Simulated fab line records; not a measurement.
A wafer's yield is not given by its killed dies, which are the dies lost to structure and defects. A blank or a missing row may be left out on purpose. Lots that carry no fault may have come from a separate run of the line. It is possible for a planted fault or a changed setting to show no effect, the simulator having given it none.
Matching of chambers :: flow n5Finfet :: N5_BEOL_M7_CURE_74 on uvCure-02 has 3 sister chambers
The step cures SiCOH lowk, time 240 s. 6 wafers are shown with their chamber, then 12 later ones without.

WAFERS WITH THEIR CHAMBER
wafer: L086.2
chamber: 2
wafer_temp_C_max: 386.7
lampPowerPct (%): 52.27

wafer: L086.5
chamber: 2
wafer_temp_C_max: 387.7
lampPowerPct (%): 52.28

wafer: L089.4
chamber: 1
wafer_temp_C_max: 385.9
lampPowerPct (%): 52.30

wafer: L089.6
chamber: 1
wafer_temp_C_max: 386.4
lampPowerPct (%): 52.31

wafer: L091.5
chamber: 0
wafer_temp_C_max: 386.9
lampPowerPct (%): 52.29

wafer: L091.6
chamber: 0
wafer_temp_C_max: 387.7
lampPowerPct (%): 52.33

WAFERS WITH NO CHAMBER GIVEN
wafer: L090.1
wafer_temp_C_max: 387.4
lampPowerPct (%): 52.36

wafer: L090.2
wafer_temp_C_max: 387.6
lampPowerPct (%): 52.40

wafer: L090.6
wafer_temp_C_max: 387.1
lampPowerPct (%): 52.33

wafer: L092.1
wafer_temp_C_max: 386.8
lampPowerPct (%): 52.25

wafer: L092.2
wafer_temp_C_max: 386.6
lampPowerPct (%): 52.27

wafer: L092.4
wafer_temp_C_max: 386.8
lampPowerPct (%): 52.36

wafer: L095.2
wafer_temp_C_max: 387.0
lampPowerPct (%): 52.19

wafer: L095.4
wafer_temp_C_max: 386.1
lampPowerPct (%): 52.38

wafer: L095.5
wafer_temp_C_max: 386.5
lampPowerPct (%): 52.30

wafer: L096.1
wafer_temp_C_max: 386.7
lampPowerPct (%): 52.38

wafer: L096.4
wafer_temp_C_max: 386.2
lampPowerPct (%): 52.35

wafer: L096.5
wafer_temp_C_max: 386.3
lampPowerPct (%): 52.35

WHICH CHAMBER EACH WENT THROUGH
wafer: L090.1
from the rows above: can't be placed: 0 or 1
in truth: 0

wafer: L090.2
from the rows above: can't be placed: 0 or 1
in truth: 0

wafer: L090.6
from the rows above: can't be placed: 0 or 1 or 2
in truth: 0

wafer: L092.1
from the rows above: can't be placed: 2 or 1 or 0
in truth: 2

wafer: L092.2
from the rows above: can't be placed: 2 or 1 or 0
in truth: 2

wafer: L092.4
from the rows above: can't be placed: 0 or 1 or 2
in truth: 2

wafer: L095.2
from the rows above: can't be placed: 2 or 1
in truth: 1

wafer: L095.4
from the rows above: can't be placed: 1 or 0
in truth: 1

wafer: L095.5
from the rows above: can't be placed: 1 or 0 or 2
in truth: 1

wafer: L096.1
from the rows above: can't be placed: 0 or 1 or 2
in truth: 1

wafer: L096.4
from the rows above: can't be placed: 1 or 0
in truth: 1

wafer: L096.5
from the rows above: can't be placed: 1 or 0
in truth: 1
0 of 12 placed correctly. Not placeable from these rows: 12 (in 12, the candidates include the true chamber). Number placed wrongly: 0.
How it was worked out, from the rows above alone: a wafer's distance from a chamber is the root of the sum, over the readings, of the square of ((its reading less the chamber's mean) divided by the reading's scatter). The wafer belongs to the nearest chamber; if the next one is less than 2 further off, it can't be placed. A chamber's mean is the mean of its shown wafers. The scatter is the square root of a quotient: the sum, over the shown wafers, of each reading's squared deviation from its chamber's mean, divided by wafers minus chambers.
